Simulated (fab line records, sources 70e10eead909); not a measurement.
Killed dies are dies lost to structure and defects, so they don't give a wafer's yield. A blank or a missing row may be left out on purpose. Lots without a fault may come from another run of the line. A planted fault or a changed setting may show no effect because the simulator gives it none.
fab line records | flow nand_harc
record lots=5 wafers=15 last_day=32
route steps=1302 shown P_GATE@210 P_CONTACT@217
lots that met no fault: from a run of the same line without faults
start_h: hours from the record's first day to the start of the lot's first wafer shown | wait_h: hours since the lot's step before | " the same as in the row above | L1.1+2: a row that stands for several wafers | - no value, or no start given | * or withheld: withheld | < > ~ a bound
route shown NAME@n: a module of which the file shows steps, and the number in the route of the first | usual: mean/standard deviation of fault-free wafers | same: alike in all rows | chamber/n: place in a boat | sites: the reading at each site | _std_site: their standard deviation | _edge_site: outer sites' mean less inner sites' | radius_mm: how far each site lies from the wafer's centre | mask NAME#n: copy n | behind: the tool/chamber that last shaped the wafer | hold: why the lot was held/for how many hours/how that ended | device: the transistor (n, p or np) that didn't switch | end of line: the same wafers' tests at the end of the route | a step without rows: its recipe alone | killed: dies lost to structure and defects at the first sort, not the wafer's yield | map: a wafer's dies, x killed, . not, _ none there
set.NAME: the setting as run; set.NAME@STEP: as run at that earlier step | model.NAME: the simulator's own value behind a step, which no gauge read
lots at some steps of the route; a table a step, a row a wafer
services: from which hour (start_h, from the record's first day; less than 0 if before it) a tool's chamber was out of use, for how many hours, and why
## steps
# step NHARC_P_GATE_PRE_CLEAN_110
# recipe time_s=30 bias_v=200 gas=Ar
# columns lot.wafer tool chamber start_h wait_h
L080.4+1+6 pvd_sputter-02 - - -
L090.4+1+5 pvd_sputter-02 - - -
L092.3+4+6 pvd_sputter-02 - - -
L094.4+3+6 pvd_sputter-02 - - -
L096.1+6+5 pvd_sputter-01 - - -
# step NHARC_P_GATE_SPUTTER_78
# recipe target_thk_a=100 material=Ni
# columns lot.wafer tool chamber start_h wait_h
L080.1+4+6 pvd_sputter-02 - - -
L090.1+4+5 pvd_sputter-02 - - -
L092.4+3+6 pvd_sputter-02 - - -
L094.3+4+6 pvd_sputter-02 - - -
L096.1+5+6 pvd_sputter-01 - - -
# step NHARC_P_GATE_SPUTTER_79
# recipe target_thk_a=100 material=TiN
# columns lot.wafer tool chamber start_h wait_h
L080.4+1+6 pvd_sputter-02 - - -
L090.4+1+5 pvd_sputter-02 - - -
L092.3+4+6 pvd_sputter-02 - - -
L094.3+4+6 pvd_sputter-02 - - -
L096.1+6+5 pvd_sputter-01 - - -
# step NHARC_P_GATE_RTA_80
# recipe temp_c=300 time_s=30
# usual wafer_temp_C_max=301.7/0.41
# columns lot.wafer tool chamber start_h wait_h wafer_temp_C_max
L080.1 rtp_anneal-02 0 178.73 - 302.3
L080.4 " 0 " " 301.4
L080.6 " 0 " " 301.8
L090.1 rtp_anneal-02 0 275.32 - 302.1
L090.4 " 0 " " 301.4
L090.5 " 0 " " 301.4
L092.3 rtp_anneal-02 0 297.77 - 301.7
L092.4 " 0 " " 301.3
L092.6 " 0 " " 301.8
L094.3 rtp_anneal-01 0 312.17 - 302.0
L094.4 " 0 " " 303.3
L094.6 " 0 " " 300.8
L096.1 rtp_anneal-02 0 331.17 - 300.8
L096.5 " 0 " " 301.0
L096.6 " 0 " " 301.5
# step NHARC_P_GATE_STRIP_67
# recipe time_s=600 temp_c=130 chemistry=SPM
# columns lot.wafer tool chamber start_h wait_h
L080.4+6+1 wet_bench-02 6,1,3 178.94 0.1
L090.5+4+1 wet_bench-02 4,5,6 275.52 0.1
L092.6+3+4 wet_bench-04 7,1,3 297.91 0.0
L094.6+4+3 wet_bench-02 1,3,6 312.31 0.0
L096.6+1+5 wet_bench-02 5,6,0 331.37 0.0
# step NHARC_P_GATE_RTA_82
# recipe temp_c=450 time_s=30
# usual lamp_power_pct=3.68/0.084 wafer_temp_C_max=452.7/0.6
# columns lot.wafer tool chamber start_h wait_h lamp_power_pct wafer_temp_C_max
L080.1 rtp_anneal-01 0 179.20 - 3.79 452.7
L080.4 " 0 " " 3.79 453.4
L080.6 " 0 " " 3.79 453.1
L090.1 rtp_anneal-01 0 275.77 - 3.79 453.7
L090.4 " 0 " " 3.79 453.1
L090.5 " 0 " " 3.79 455.5
L092.3 rtp_anneal-01 0 298.24 - 3.79 453.2
L092.4 " 0 " " 3.79 453.6
L092.6 " 0 " " 3.80 453.3
L094.3 rtp_anneal-02 0 312.63 - 3.62 451.6
L094.4 " 0 " " 3.62 452.4
L094.6 " 0 " " 3.62 451.9
L096.1 rtp_anneal-02 0 331.63 - 3.62 453.2
L096.5 " 0 " " 3.61 451.7
L096.6 " 0 " " 3.62 452.2
# step NHARC_P_GATE_INSPECT_68
# usual raw_defect_count=206/72
# columns lot.wafer tool chamber start_h wait_h raw_defect_count
L080.1 defect_inspect-01 - 179.39 0.2 206
L080.4 " - " " 219
L080.6 " - " " 237
L090.1 defect_inspect-01 - 275.97 0.2 274
L090.4 " - " " 205
L090.5 " - " " 294
L092.3 defect_inspect-02 - 298.38 0.1 199
L092.4 " - " " 250
L092.6 " - " " 148
L094.3 defect_inspect-02 - 312.77 0.1 148
L094.4 " - " " 165
L094.6 " - " " 167
L096.1 defect_inspect-01 - 331.83 0.2 138
L096.5 " - " " 165
L096.6 " - " " 179
# step NHARC_P_CONTACT_DEP_30
# recipe target_thk_a=300 temp_c=400 target_thk_nm=30 flow_sccm=200 rf_w=450 material=SiNx
# usual heater_power_w=739/90 susceptor_temp_C=400.00/0.22
# columns lot.wafer tool chamber start_h wait_h heater_power_w since_wet_clean_h susceptor_temp_C
L080.1 pecvd-04 0 179.50 0.1 579 78 400.29
L080.6 " 2 " " 651 - 400.09
L080.4 " 1 " " 702 - 399.95
L090.1 pecvd-02 1 276.04 0.1 738 34 399.97
L090.5 " 1 " " 746 - 399.83
L090.4 " 2 " " 873 - 400.12
L092.3 pecvd-03 1 298.48 0.1 629 100 399.87
L092.4 " 1 " " 632 - 400.25
L092.6 " 2 " " 807 - 400.42
L094.3 pecvd-03 1 312.84 0.1 704 114 400.10
L094.4 " 2 " " 766 - 399.87
L094.6 " 0 " " 873 - 400.03
L096.1 pecvd-04 0 331.90 0.1 607 50 399.84
L096.5 " 0 " " 614 - 399.96
L096.6 " 2 " " 722 - 400.14
# step NHARC_P_CONTACT_DEP_00
# recipe target_thk_a=5000 temp_c=400 pressure_torr=6.5 rf_w=900 teos_flow_sccm=161.4 flow_sccm=2650 target_thk_nm=500 gas=O2 material=SiO2
# usual heater_power_w=582/89 susceptor_temp_C=400.02/0.22 throttle_valve_pct=15.8/0.5
# columns lot.wafer tool chamber start_h wait_h heater_power_w since_wet_clean_h susceptor_temp_C throttle_valve_pct
L080.1 pecvd-04 0 - - 542 79 399.96 15.7
L080.6 " 2 " " 544 - 399.89 15.3
L080.4 " 1 " " 631 - 400.57 15.0
L090.1 pecvd-02 1 - - 580 35 399.99 15.5
L090.5 " 1 " " 579 - 400.04 15.7
L090.4 " 2 " " 705 - 399.86 15.2
L092.3 pecvd-03 1 - - 425 100 400.00 16.0
L092.4 " 1 " " 474 - 400.10 15.9
L092.6 " 2 " " 627 - 400.45 16.2
L094.3 pecvd-03 1 - - 462 115 399.91 15.9
L094.4 " 2 " " 648 - 399.96 16.2
L094.6 " 0 " " 615 - 400.09 16.8
L096.1 pecvd-04 0 332.25 0.3 423 50 400.25 15.4
L096.5 " 0 " " 482 - 399.73 15.8
L096.6 " 2 " " 533 - 400.06 16.3
# step NHARC_P_CONTACT_CMP_01
# recipe target_thk_nm=200 material=SiO2
# usual motor_current_A=12.0/1.1 slurry_flow_ml_min=149.9/0.5
# columns lot.wafer tool chamber start_h wait_h motor_current_A slurry_flow_ml_min
L080.4 cmp-02 2 180.17 - 11.3 149.0
L080.1 " 1 " " 11.8 150.2
L080.6 " 3 " " 12.4 149.9
L090.4 cmp-01 2 276.80 - 11.9 150.0
L090.1 " 3 " " 11.3 151.3
L090.5 " 1 " " 10.9 149.8
L092.4 cmp-01 0 299.18 - 11.6 150.4
L092.3 " 2 " " 13.0 150.0
L092.6 " 3 " " 11.8 150.1
L094.4 cmp-04 2 313.54 - 14.8 149.6
L094.3 " 1 " " 12.7 150.6
L094.6 " 2 " " 14.7 149.5
L096.1 cmp-01 3 332.94 0.6 11.4 149.8
L096.6 " 0 " " 11.1 150.6
L096.5 " 1 " " 10.8 149.9
# step NHARC_P_CONTACT_SRD_03
# columns lot.wafer tool chamber start_h wait_h
L080.6+4+1 wet_bench-03 6,7,0 180.47 0.0
L090.4+5+1 wet_bench-05 1,2,3 277.06 0.0
L092.6+3+4 wet_bench-01 1,2,3 299.45 0.0
L094.4+3+6 wet_bench-01 0,3,5 313.84 0.0
L096.1+6+5 wet_bench-05 1,2,4 333.17 0.0
# step NHARC_P_CONTACT_DEHYDRATE_04
# recipe temp_c=150 time_s=120
# columns lot.wafer tool chamber start_h wait_h
L080.1+4+6 litho_track-04 0 180.55 0.1
L090.1+4+5 litho_track-06 0 277.13 0.1
L092.3+4+6 litho_track-06 0 299.54 0.1
L094.3+4+6 litho_track-04 0 313.92 0.1
L096.1+5+6 litho_track-06 0 333.24 0.1
# step NHARC_P_CONTACT_HMDS_05
# recipe time_s=30
# columns lot.wafer tool chamber start_h wait_h
L080.1+4+6 litho_track-04 0 - -
L090.1+4+5 litho_track-06 0 - -
L092.3+4+6 litho_track-06 0 - -
L094.3+4+6 litho_track-04 0 - -
L096.1+5+6 litho_track-06 0 - -
# step NHARC_P_CONTACT_COAT_33
# recipe temp_c=260 time_s=75
# columns lot.wafer tool chamber start_h wait_h
L080.1+4+6 litho_track-04 0 - -
L090.1+4+5 litho_track-06 0 - -
L092.3+4+6 litho_track-06 0 - -
L094.3+4+6 litho_track-04 0 - -
L096.1+5+6 litho_track-06 0 - -
# step NHARC_P_CONTACT_COAT_34
# recipe temp_c=225 time_s=65
# columns lot.wafer tool chamber start_h wait_h
L080.1+4+6 litho_track-04 0 - -
L090.1+4+5 litho_track-06 0 - -
L092.3+4+6 litho_track-06 0 - -
L094.3+4+6 litho_track-04 0 - -
L096.1+5+6 litho_track-06 0 - -
# step NHARC_P_CONTACT_COAT_06
# recipe spin_rpm=1500 resist_thk_nm=90
# columns lot.wafer tool chamber start_h wait_h
L080.1+4+6 litho_track-04 0 - -
L090.1+4+5 litho_track-06 0 - -
L092.3+4+6 litho_track-06 0 - -
L094.3+4+6 litho_track-04 0 - -
L096.1+5+6 litho_track-06 0 - -
# step NHARC_P_CONTACT_SOFTBAKE_07
# recipe temp_c=105 time_s=55
# columns lot.wafer tool chamber start_h wait_h
L080.1+4+6 litho_track-04 0 - -
L090.1+4+5 litho_track-06 0 - -
L092.3+4+6 litho_track-06 0 - -
L094.3+4+6 litho_track-04 0 - -
L096.1+5+6 litho_track-06 0 - -
# step NHARC_P_CONTACT_EBR_08
# columns lot.wafer tool chamber start_h wait_h
L080.1+4+6 litho_track-04 0 - -
L090.1+4+5 litho_track-06 0 - -
L092.3+4+6 litho_track-06 0 - -
L094.3+4+6 litho_track-04 0 - -
L096.1+5+6 litho_track-06 0 - -
# step NHARC_P_CONTACT_EXPOSE_09
# recipe na=1.35 target_cd_nm=90 dose_mj=81.26 mask_id=P_CA
# columns lot.wafer tool chamber start_h wait_h mask
L080.1+4+6 arfi_scanner-02 0 180.86 - P_CA#0
L090.1+4+5 arfi_scanner-03 0 277.31 - P_CA#0
L092.3+4+6 arfi_scanner-02 0 299.73 - P_CA#0
L094.3+4+6 arfi_scanner-03 0 314.11 - P_CA#0
L096.1+5+6 arfi_scanner-02 0 333.55 - P_CA#0
# step NHARC_P_CONTACT_PEB_10
# recipe peb_temp_c=100 peb_time_s=65
# columns lot.wafer tool chamber start_h wait_h
L080.1+4+6 litho_track-01 0 180.92 0.1
L090.1+4+5 litho_track-01 0 277.37 0.1
L092.3+4+6 litho_track-01 0 299.79 0.0
L094.3+4+6 litho_track-06 0 314.17 0.0
L096.1+5+6 litho_track-06 0 333.61 0.1
# step NHARC_P_CONTACT_DEVELOP_11
# recipe develop_time_s=35 dev_temp_c=23
# columns lot.wafer tool chamber start_h wait_h
L080.1+4+6 litho_track-01 0 - -
L090.1+4+5 litho_track-01 0 - -
L092.3+4+6 litho_track-01 0 - -
L094.3+4+6 litho_track-06 0 - -
L096.1+5+6 litho_track-06 0 - -
# step NHARC_P_CONTACT_CD_MEAS_12
# recipe target_cd_nm=90 landing_energy_ev=500
# usual cd_nm=89.8/0.6
# same landing_energy_ev=500
# columns lot.wafer tool chamber start_h wait_h cd_nm
L080.1 cd_sem-03 0 181.00 - 88.6
L080.4 " 0 " " 89.2
L080.6 " 0 " " 89.0
L090.1 cd_sem-02 0 277.46 - 90.0
L090.4 " 0 " " 89.8
L090.5 " 0 " " 89.1
L092.3 cd_sem-02 0 299.87 - 88.5
L092.4 " 0 " " 89.0
L092.6 " 0 " " 89.2
L094.3 cd_sem-03 0 314.25 - 90.4
L094.4 " 0 " " 90.4
L094.6 " 0 " " 90.6
L096.1 cd_sem-02 0 333.69 - 90.1
L096.5 " 0 " " 90.1
L096.6 " 0 " " 89.5
# step NHARC_P_CONTACT_OVL_MEAS_13
# usual overlay_x_nm=0.1/0.89 overlay_y_nm=0.1/1.1
# columns lot.wafer tool chamber start_h wait_h overlay_x_nm overlay_y_nm
L080.1 overlay-01 - 181.09 - -1.2 -1.2
L080.4 " - " " -0.9 -0.7
L080.6 " - " " -0.5 -1.5
L090.1 overlay-02 - 277.55 - -1.2 0.1
L090.4 " - " " -0.9 0.9
L090.5 " - " " -0.8 0.2
L092.3 overlay-02 - 299.95 - 0.2 1.5
L092.4 " - " " -0.1 0.9
L092.6 " - " " -0.3 1.0
L094.3 overlay-02 - 314.33 - 0.5 1.7
L094.4 " - " " 0.2 1.0
L094.6 " - " " -0.2 1.2
L096.1 overlay-01 - 333.78 - -0.2 0.3
L096.5 " - " " 0.4 0.2
L096.6 " - " " 0.4 0.0
# step NHARC_P_CONTACT_INSPECT_14
# usual raw_defect_count=4.4/2.5
# columns lot.wafer tool chamber start_h wait_h raw_defect_count
L080.1 defect_inspect-01 - 181.12 0.0 5
L080.4 " - " " 8
L080.6 " - " " 4
L090.1 defect_inspect-02 - 277.59 0.0 7
L090.4 " - " " 8
L090.5 " - " " 6
L092.3 defect_inspect-01 - 299.99 0.0 4
L092.4 " - " " 4
L092.6 " - " " 1
L094.3 defect_inspect-02 - 314.37 0.0 4
L094.4 " - " " 5
L094.6 " - " " 2
L096.1 defect_inspect-01 - 333.82 0.0 1
L096.5 " - " " 6
L096.6 " - " " 5
# step NHARC_P_CONTACT_DESCUM_17
# recipe time_s=3 o2_flow_sccm=200 ar_flow_sccm=0 bias_power_w=0 chemistry=O2
# usual drypump_motor_current_A=5.8/0.42 oes_product_au=1.000/0.0099 rf_vpp_V=57.6/0.81 showerhead_plenum_p_Torr=1.89/0.071 throttle_valve_pct=11.311/0.0096
# columns lot.wafer tool chamber start_h wait_h drypump_motor_current_A oes_product_au rf_hours_counter_h rf_vpp_V showerhead_plenum_p_Torr throttle_valve_pct
L080.1 rie_diel-09 2 181.19 0.1 6.6 1.016 0.4 57.1 1.87 11.314
L080.4 " 3 " " 6.0 0.980 0.5 56.9 1.89 11.302
L080.6 " 2 " " 6.6 1.011 - 57.2 1.87 11.297
L090.1 rie_diel-03 2 277.65 0.1 6.1 0.997 4.0 58.5 1.99 11.331
L090.4 " 3 " " 6.1 0.995 5.0 57.5 2.02 11.315
L090.5 " 1 " " 5.6 1.003 - 56.9 1.81 11.313
L092.4 rie_diel-09 0 300.05 0.1 5.9 0.993 3.7 56.8 1.95 11.303
L092.3 " 3 " " 6.0 0.993 3.6 59.3 1.89 11.304
L092.6 " 1 " " 5.9 1.009 - 57.8 1.90 11.306
L094.4 rie_diel-02 2 314.43 0.1 5.4 0.985 5.7 57.5 1.81 11.315
L094.3 " 3 " " 4.8 0.995 5.3 58.2 1.87 11.323
L094.6 " 3 " " 4.8 0.985 - 57.1 1.86 11.306
L096.1 rie_diel-03 1 333.89 0.1 5.6 0.999 1.3 57.6 1.81 11.303
L096.6 " 0 " " 5.6 0.988 - 56.6 1.84 11.312
L096.5 " 1 " " 5.6 1.009 - 56.4 1.81 11.301
# step NHARC_P_CONTACT_ETCH_35
# recipe target_depth_a=390 over_etch_frac=0.3 time_s=65 ion_energy_ev=80 cf4_flow_sccm=150 ar_flow_sccm=0 rf_w=300 bias_w=100 chemistry=CF4
# usual bias_w=99.97/0.29 drypump_motor_current_A=5.8/0.42 oes_product_au=0.999/0.011 rf_vpp_V=151.0/1.1 showerhead_plenum_p_Torr=1.75/0.061 throttle_valve_pct=13.283/0.0097
# columns lot.wafer tool chamber start_h wait_h bias_w drypump_motor_current_A oes_product_au rf_hours_counter_h rf_vpp_V showerhead_plenum_p_Torr throttle_valve_pct
L080.4 rie_diel-09 3 181.27 0.1 99.77 6.0 0.996 0.5 151.4 1.75 13.295
L080.1 " 1 " " 99.42 6.0 1.013 0.4 151.6 1.76 13.284
L080.6 " 3 " " 100.20 6.0 0.990 - 150.9 1.75 13.295
L090.1 rie_diel-03 0 277.73 0.1 100.01 5.5 1.003 4.2 149.5 1.71 13.281
L090.4 " 2 " " 99.55 6.1 1.002 4.1 151.2 1.83 13.286
L090.5 " 1 " " 100.31 5.7 1.014 - 150.6 1.68 13.292
L092.4 rie_diel-09 2 300.13 0.1 99.55 6.6 1.007 3.4 150.4 1.73 13.294
L092.3 " 3 " " 99.97 6.0 0.989 3.7 151.2 1.75 13.284
L092.6 " 3 " " 99.95 6.0 0.995 - 152.5 1.75 13.269
L094.3 rie_diel-02 2 314.51 0.1 99.80 5.4 0.973 5.7 149.4 1.68 13.271
L094.4 " 3 " " 100.28 4.8 1.007 5.3 151.9 1.73 13.276
L094.6 " 3 " " 100.52 4.8 1.010 - 150.9 1.73 13.278
L096.1 rie_diel-03 0 333.98 0.1 100.03 5.5 1.002 1.1 151.6 1.71 13.281
L096.6 " 1 " " 100.23 5.6 1.005 - 150.9 1.68 13.272
L096.5 " 2 " " 99.72 6.1 0.985 - 152.8 1.83 13.283
# step NHARC_P_CONTACT_ETCH_36
# recipe target_depth_a=2600 over_etch_frac=0.25 time_s=406.25 ion_energy_ev=200 n2_flow_sccm=150 h2_flow_sccm=150 ar_flow_sccm=0 rf_w=400 bias_w=150 chemistry=N2/H2
# usual bias_w=150.0/0.44 drypump_motor_current_A=5.8/0.42 oes_product_au=0.998/0.01 rf_vpp_V=430.0/2.4 showerhead_plenum_p_Torr=2.02/0.079 throttle_valve_pct=14.172/0.0087
# columns lot.wafer tool chamber start_h wait_h bias_w drypump_motor_current_A oes_product_au rf_hours_counter_h rf_vpp_V showerhead_plenum_p_Torr throttle_valve_pct
L080.1 rie_diel-09 3 - - 149.9 6.0 0.987 0.6 429.1 2.01 14.162
L080.4 " 0 " " 150.4 5.9 0.991 0.6 432.3 2.08 14.162
L080.6 " 2 " " 149.2 6.6 1.008 - 429.6 2.00 14.169
L090.1 rie_diel-03 2 - - 150.3 6.1 1.005 4.1 433.0 2.12 14.168
L090.4 " 0 " " 150.2 5.6 0.994 4.3 428.7 1.96 14.173
L090.5 " 3 " " 150.4 6.0 0.998 - 433.7 2.15 14.158
L092.3 rie_diel-09 2 - - 150.4 6.6 1.007 3.4 427.5 2.00 14.178
L092.4 " 1 " " 150.5 6.0 1.004 3.6 431.0 2.03 14.167
L092.6 " 2 " " 150.6 6.6 1.020 - 428.2 1.99 14.170
L094.3 rie_diel-02 1 - - 149.6 5.8 1.003 5.5 430.6 2.08 14.177
L094.4 " 3 " " 151.0 4.8 1.008 5.4 428.9 1.99 14.166
L094.6 " 0 " " 150.3 5.3 1.005 - 425.4 1.90 14.174
L096.1 rie_diel-03 1 - - 150.2 5.7 1.008 1.4 428.0 1.93 14.177
L096.6 " 3 " " 149.5 6.1 0.982 - 435.6 2.15 14.182
L096.5 " 0 " " 150.6 5.6 0.990 - 428.0 1.96 14.163
# step NHARC_P_CONTACT_ETCH_18
# recipe target_depth_a=4810 time_s=240.5 c4f8_flow_sccm=20 o2_flow_sccm=10 ar_flow_sccm=withheld rf_w=600 bias_w=1500 chemistry=C4F8/O2/Ar
# usual bias_w=1500/4.2 oes_product_au=0.953/0.02 rf_vpp_V=977/4.9
# columns lot.wafer tool chamber start_h wait_h bias_w oes_product_au rf_hours_counter_h rf_vpp_V
L080.1 rie_diel-09 2 - - 1492 0.950 0.7 977
L080.4 " 0 " " 1492 0.939 0.7 981
L080.6 " 3 " " 1508 0.927 - 978
L090.4 rie_diel-03 0 - - 1497 0.980 4.4 974
L090.1 " 3 " " 1500 0.961 5.3 985
L090.5 " 1 " " 1497 0.955 - 971
L092.3 rie_diel-09 3 - - 1494 0.913 3.9 977
L092.4 " 0 " " 1493 0.923 3.8 982
L092.6 " 3 " " 1499 0.910 - 977
L094.4 rie_diel-02 1 - - 1494 0.971 5.7 979
L094.3 " 3 " " 1500 0.966 5.5 974
L094.6 " 0 " " 1497 0.966 - 970
L096.1 rie_diel-03 1 - - 1500 0.967 1.5 971
L096.6 " 2 " " 1503 0.977 - 983
L096.5 " 3 " " 1500 0.965 - 985
# step NHARC_P_CONTACT_STRIP_37
# recipe c4f8_flow_sccm=withheld o2_flow_sccm=8 ar_flow_sccm=withheld bias_w=0 chemistry=C4F8/O2/Ar
# columns lot.wafer tool chamber start_h wait_h
L080.4+1+6 rie_diel-09 1,2,1 - -
L090.4+1+5 rie_diel-03 3,0,3 - -
L092.3+4+6 rie_diel-09 2,3,0 - -
L094.4+3+6 rie_diel-02 3,2,0 - -
L096.1+6+5 rie_diel-03 1,1,2 - -
# step NHARC_P_CONTACT_ETCH_31
# recipe target_depth_a=300 time_s=85.7 ion_energy_ev=120 over_etch_frac=1 ch3f_flow_sccm=50 o2_flow_sccm=30 ar_flow_sccm=200 rf_w=500 bias_w=100 chemistry=CH3F/O2
# usual bias_w=100.00/0.28 drypump_motor_current_A=5.8/0.44 oes_product_au=0.974/0.015 rf_vpp_V=244.1/1.4 showerhead_plenum_p_Torr=2.43/0.087 throttle_valve_pct=20.664/0.0097
# columns lot.wafer tool chamber start_h wait_h bias_w drypump_motor_current_A oes_product_au rf_hours_counter_h rf_vpp_V showerhead_plenum_p_Torr throttle_valve_pct
L080.4 rie_diel-09 0 - - 100.28 5.9 0.956 0.7 245.7 2.51 20.662
L080.1 " 1 " " 99.46 6.0 0.965 0.6 244.6 2.44 20.663
L080.6 " 2 " " 99.95 6.6 0.979 - 244.2 2.41 20.663
L090.4 rie_diel-03 1 - - 99.95 5.7 0.978 5.0 241.6 2.34 20.665
L090.1 " 2 " " 99.92 6.1 0.974 4.4 245.6 2.55 20.665
L090.5 " 3 " " 100.58 6.1 0.966 - 245.2 2.59 20.656
L092.3 rie_diel-09 3 - - 100.06 6.0 0.962 4.1 244.8 2.42 20.663
L092.4 " 1 " " 99.83 6.0 0.971 3.7 243.2 2.44 20.673
L092.6 " 2 " " 99.72 6.6 0.965 - 244.5 2.41 20.672
L094.3 rie_diel-02 0 - - 100.03 5.3 0.983 5.4 241.7 2.30 20.666
L094.4 " 1 " " 99.80 5.9 0.982 5.8 244.1 2.50 20.668
L094.6 " 3 " " 100.38 4.8 0.985 - 242.5 2.40 20.677
L096.1 rie_diel-03 2 - - 100.24 6.0 0.977 1.5 246.0 2.55 20.671
L096.5 " 1 " " 99.71 5.7 0.984 - 243.2 2.33 20.672
L096.6 " 2 " " 100.17 6.1 0.982 - 244.4 2.55 20.649
# step NHARC_P_CONTACT_CD_MEAS_19
# usual cd_nm=89.7/1.5
# columns lot.wafer tool chamber start_h wait_h cd_nm
L080.1 cd_sem-01 - 182.06 - 88.6
L080.4 " - " " 90.0
L080.6 " - " " 89.5
L090.1 cd_sem-01 - 278.52 - 91.2
L090.4 " - " " 89.6
L090.5 " - " " 88.3
L092.3 cd_sem-01 - 300.92 - 88.9
L092.4 " - " " 88.6
L092.6 " - " " 89.9
L094.3 cd_sem-02 - 315.31 - 90.6
L094.4 " - " " 92.8
L094.6 " - " " 92.2
L096.1 cd_sem-03 - 334.75 - 92.4
L096.5 " - " " 90.9
L096.6 " - " " 91.0
# step NHARC_P_CONTACT_STRIP_28
# recipe o2_flow_sccm=500 ar_flow_sccm=0 bias_w=0 chemistry=O2
# usual drypump_motor_current_A=5.8/0.41 oes_product_au=0.999/0.0095 rf_vpp_V=57.6/0.85 showerhead_plenum_p_Torr=3.50/0.12 throttle_valve_pct=17.036/0.009
# same bias_w=0
# columns lot.wafer tool chamber start_h wait_h drypump_motor_current_A oes_product_au rf_hours_counter_h rf_vpp_V showerhead_plenum_p_Torr throttle_valve_pct
L080.1 rie_diel-02 2 182.16 0.1 5.4 0.973 6.8 57.1 3.36 17.037
L080.4 " 0 " " 5.4 0.996 6.2 56.9 3.31 17.035
L080.6 " 2 " " 5.4 0.970 - 56.3 3.36 17.025
L090.1 rie_diel-09 1 278.59 0.1 6.0 0.998 3.0 57.8 3.51 17.038
L090.5 " 1 " " 6.0 0.994 - 57.3 3.51 17.029
L090.4 " 3 " " 6.0 0.991 - 57.2 3.48 17.037
L092.3 rie_diel-09 1 300.99 0.1 5.9 1.016 3.8 57.7 3.51 17.031
L092.4 " 3 " " 6.0 0.990 4.1 56.8 3.48 17.048
L092.6 " 1 " " 6.0 1.007 - 56.7 3.51 17.033
L094.3 rie_diel-03 0 315.38 0.1 5.6 0.999 0.7 58.8 3.41 17.032
L094.4 " 3 " " 6.1 1.000 0.8 58.2 3.71 17.028
L094.6 " 0 " " 5.6 0.989 - 56.2 3.41 17.046
L096.1 rie_diel-02 2 334.87 0.1 5.4 0.992 6.7 57.2 3.36 17.035
L096.6 " 3 " " 4.8 0.996 - 58.3 3.44 17.035
L096.5 " 0 " " 5.3 0.995 - 57.9 3.31 17.030
# step NHARC_P_CONTACT_STRIP_29
# recipe time_s=1200 temp_c=72.5 chemistry=post_etch_residue_remover
# columns lot.wafer tool chamber start_h wait_h
L080.1+4+6 wet_bench-05 4,6,7 182.34 -
L090.5+1+4 wet_bench-03 1,3,4 278.82 0.2
L092.3+6+4 wet_bench-05 4,6,7 301.20 -
L094.3+4+6 wet_bench-03 1,2,5 315.56 -
L096.1+6+5 wet_bench-05 7,2,3 335.01 -
# step NHARC_P_CONTACT_DEGAS_38
# recipe temp_c=300 time_s=60
# usual heater_power_w=483/40 susceptor_temp_C=300.02/0.19
# columns lot.wafer tool chamber start_h wait_h heater_power_w susceptor_temp_C
L080.1 pvd_sputter-01 - 182.78 - 482 300.04
L080.4 " - " " 452 299.72
L080.6 " - " " 442 299.96
L090.1 pvd_sputter-03 - 279.26 - 406 -
L090.4 " - " " 390 -
L090.5 " - " " 426 -
L092.3 pvd_sputter-02 - 301.63 - 519 300.11
L092.4 " - " " 479 299.97
L092.6 " - " " 474 299.96
L094.4 pvd_sputter-02 - 316.02 - 537 300.02
L094.3 " - " " 504 299.94
L094.6 " - " " 548 299.91
L096.1 pvd_sputter-01 - 335.48 - 494 299.78
L096.6 " - " " 446 300.01
L096.5 " - " " 434 299.85
# step NHARC_P_CONTACT_PRE_CLEAN_39
# recipe time_s=19.5 bias_v=250 gas=Ar
# columns lot.wafer tool chamber start_h wait_h
L080.1+4+6 pvd_sputter-01 - - -
L090.4+1+5 pvd_sputter-03 - - -
L092.3+4+6 pvd_sputter-02 - - -
L094.4+3+6 pvd_sputter-02 - - -
L096.1+5+6 pvd_sputter-01 - - -
# step NHARC_P_CONTACT_PVD_32
# recipe target_thk_a=50 chamber_pressure_pa=5 power_w=5000 substrate_temp_c=200 time_s=17.7 material=Ti
# usual throttle_valve_pct=30.1/1.3
# columns lot.wafer tool chamber start_h wait_h throttle_valve_pct
L080.4 pvd_sputter-01 - - - 30.7
L080.1 " - " " 29.8
L080.6 " - " " 31.5
L090.1 pvd_sputter-03 - - - 31.3
L090.4 " - " " 29.4
L090.5 " - " " 31.6
L092.4 pvd_sputter-02 - - - 29.9
L092.3 " - " " 27.3
L092.6 " - " " 32.0
L094.4 pvd_sputter-02 - - - 30.7
L094.3 " - " " 29.9
L094.6 " - " " 27.4
L096.1 pvd_sputter-01 - - - 30.2
L096.6 " - " " 30.2
L096.5 " - " " 29.4
# step NHARC_P_CONTACT_ALD_22
# recipe target_thk_a=30 pulse_time_s=1 ald_cycles=150 temp_c=450 material=TiN
# usual heater_power_w=1125/120 precursor_pulse_height_rel=1.000/0.021 susceptor_temp_C=449.97/0.24
# columns lot.wafer tool chamber start_h wait_h heater_power_w precursor_pulse_height_rel since_wet_clean_h susceptor_temp_C
L080.1 ald_metal-04 1 183.02 - 1199 1.000 55 449.85
L080.4 " 0 " " 1128 1.049 55 449.51
L080.6 " 2 " " 943 1.025 - 450.16
L090.4 ald_metal-02 3 279.50 - 1034 1.004 16 -
L090.1 " 0 " " 1124 1.007 16 -
L090.5 " 3 " " 1039 0.966 - -
L092.4 ald_metal-03 0 301.87 - 1293 0.978 80 450.06
L092.3 " 1 " " 1197 1.026 80 449.86
L092.6 " 0 " " 1243 1.010 - 449.93
L094.4 ald_metal-03 1 316.29 - 1187 1.007 94 449.97
L094.3 " 3 " " 1140 0.991 94 450.29
L094.6 " 1 " " 1190 0.991 - 450.07
L096.1 ald_metal-04 2 335.76 - 942 1.005 30 450.41
L096.5 " 3 " " 1234 1.016 - 449.54
L096.6 " 0 " " 1265 0.994 - 450.30
## services
# columns tool chamber start_h hours kind
litho_track-01 - 155.00 7.0 pm
pvd_sputter-01 - 156.94 2.0 repair
pecvd-04 2 157.27 12.5 repair
rie_diel-03 2 177.95 23.1 repair
rie_diel-03 0 178.80 3.5 repair
litho_track-06 - 179.00 7.0 pm
rie_diel-03 3 181.04 7.9 repair
pecvd-03 - 185.43 13.0 pm
litho_track-04 - 203.00 7.0 pm
pecvd-03 - 209.55 0.5 repair
rie_diel-09 - 211.34 0.3 repair
rie_diel-02 - 216.70 9.0 pm
rie_diel-03 0 220.92 15.9 repair
pvd_sputter-01 - 226.00 10.0 pm
rie_diel-09 3 259.75 8.4 repair
wet_bench-05 - 260.80 8.0 pm
rie_diel-03 0 261.36 11.1 repair
rie_diel-09 2 273.88 4.7 repair
rie_diel-03 - 281.36 9.0 pm
pvd_sputter-02 - 282.00 10.0 pm
rie_diel-02 - 297.54 0.7 repair
rie_diel-09 - 320.10 9.0 pm
rie_diel-02 1 321.40 2.7 repair
litho_track-01 - 330.00 7.0 pm
## key
fault none
